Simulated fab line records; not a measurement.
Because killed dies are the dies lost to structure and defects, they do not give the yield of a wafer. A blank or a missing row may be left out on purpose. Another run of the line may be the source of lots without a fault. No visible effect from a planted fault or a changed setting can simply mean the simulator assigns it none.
Split-lot trial + flow n5_finfet + 21 wafers read across 7 lots, on a route 1938 steps long

## ON THE SPLIT
At N5_BEOL_M13_COAT_58 (time 60 s, resist thk 89 nm), the setting spin_rpm was moved away from the recipe's 1500 rpm on 9 of the 21 wafers read, by -9.3% to +10.8%. This setting was run at the recipe's value on the other wafers.

## FROM THE SPLIT TO THE READING: what the file shows between them, 3 steps
- N5_BEOL_M13_COAT_04: resist thk 400 nm
- N5_BEOL_M13_EBR_06
- N5_BEOL_M13_DESCUM_15: chemistry O2, time 7.9 s

## THE READING
etch.depth_nm (the simulator's own value, which no gauge read), in nm, at N5_BEOL_M13_ETCH_59 (etches BARC in N2/H2, target depth 89 nm, overetch 26.7 nm, time 67.9 s). The file does not state a usual value for it. Here, 12 wafers ran the recipe; their average is 88.94 nm with a standard deviation of 0.24 nm.

| wafer  | tool, chamber at the split | spin_rpm as run, rpm | against the recipe | etch.depth_nm, nm | against lot-mates on the recipe |
|--------|----------------------------|----------------------|--------------------|-------------------|---------------------------------|
| L078.4 | litho_track-03, 0          | 1500                 | recipe             | 88.68             | -                               |
| L078.5 | litho_track-03, 0          | 1615                 | +7.7%              | 85.42             | -3.26                           |
| L078.6 | litho_track-03, 0          | 1615                 | +7.7%              | 85.29             | -3.39                           |
| L080.3 | litho_track-03, 0          | 1500                 | recipe             | 89.3              | -                               |
| L080.4 | litho_track-03, 0          | 1500                 | recipe             | 89.12             | -                               |
| L080.5 | litho_track-03, 0          | 1500                 | recipe             | 89.16             | -                               |
| L081.1 | litho_track-01, 0          | 1613                 | +7.5%              | 85.71             | -3.27                           |
| L081.2 | litho_track-01, 0          | 1500                 | recipe             | 88.98             | -                               |
| L081.5 | litho_track-01, 0          | 1613                 | +7.5%              | 85.93             | -3.05                           |
| L084.1 | litho_track-03, 0          | 1361                 | -9.3%              | 93.69             | +4.52                           |
| L084.4 | litho_track-03, 0          | 1361                 | -9.3%              | 93.86             | +4.69                           |
| L084.5 | litho_track-03, 0          | 1500                 | recipe             | 89.17             | -                               |
| L093.1 | litho_track-01, 0          | 1500                 | recipe             | 89.1              | -                               |
| L093.3 | litho_track-01, 0          | 1662                 | +10.8%             | 84.61             | -4.42                           |
| L093.6 | litho_track-01, 0          | 1500                 | recipe             | 88.96             | -                               |
| L096.3 | litho_track-03, 0          | 1500                 | recipe             | 88.93             | -                               |
| L096.4 | litho_track-03, 0          | 1399                 | -6.7%              | 92.23             | +3.30                           |
| L096.5 | litho_track-03, 0          | 1399                 | -6.7%              | 92.2              | +3.27                           |
| L097.1 | litho_track-01, 0          | 1500                 | recipe             | 88.59             | -                               |
| L097.3 | litho_track-01, 0          | 1500                 | recipe             | 88.57             | -                               |
| L097.6 | litho_track-01, 0          | 1500                 | recipe             | 88.68             | -                               |

FIT RESULTS
A straight line over all 21 wafers: etch.depth_nm changes by -0.465 nm for each +1% of spin_rpm; r = -0.99; the points scatter about the line by 0.3 nm.
The same after taking each lot's own level away (the mean of its wafers on the recipe; 21 wafers): -0.454 nm for each +1%; r = -1.00; scatter 0.18 nm.
That fit puts the effect of the largest move of spin_rpm on the reading at 4.9 nm.
Measured against the standard deviation above, the lots' own levels, which go from 88.613 to 89.193 nm, span 2.4 times it.
So the lot-to-lot level changes the slope little: the two slopes agree.
Check: for one of the wafers moved furthest among these (+10.8%), held out of the fit, the line's prediction against its lot-mates is -4.89 nm. Against them it came out at -4.42 nm.

## THE WHOLE CHAIN: every reading that the file lists as answering this split, in the file's order
| step                 | what it does                                                            | reading                                                                          | change (the file's fit)               | r (the file's) |
|----------------------|-------------------------------------------------------------------------|----------------------------------------------------------------------------------|---------------------------------------|----------------|
| N5_BEOL_M13_COAT_58  | time 60 s, resist thk 89 nm                                             | BARC_of_BEOL_M13_COAT_58.thk_nm (the simulator's own value, which no gauge read) | -0.442 nm for each +1% of the setting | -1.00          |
| N5_BEOL_M13_ETCH_59  | etches BARC in N2/H2, target depth 89 nm, overetch 26.7 nm, time 67.9 s | etch.depth_nm (the simulator's own value, which no gauge read)                   | -0.445 nm for each +1% of the setting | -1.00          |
| N5_BEOL_M13_STRIP_64 | strips in N2/H2                                                         | strip_time_to_endpoint_s                                                         | withheld for each +1% of the setting  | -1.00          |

## FILE'S OWN FIT
etch.depth_nm changes by -0.445 nm for each +1% of spin_rpm, r = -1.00.
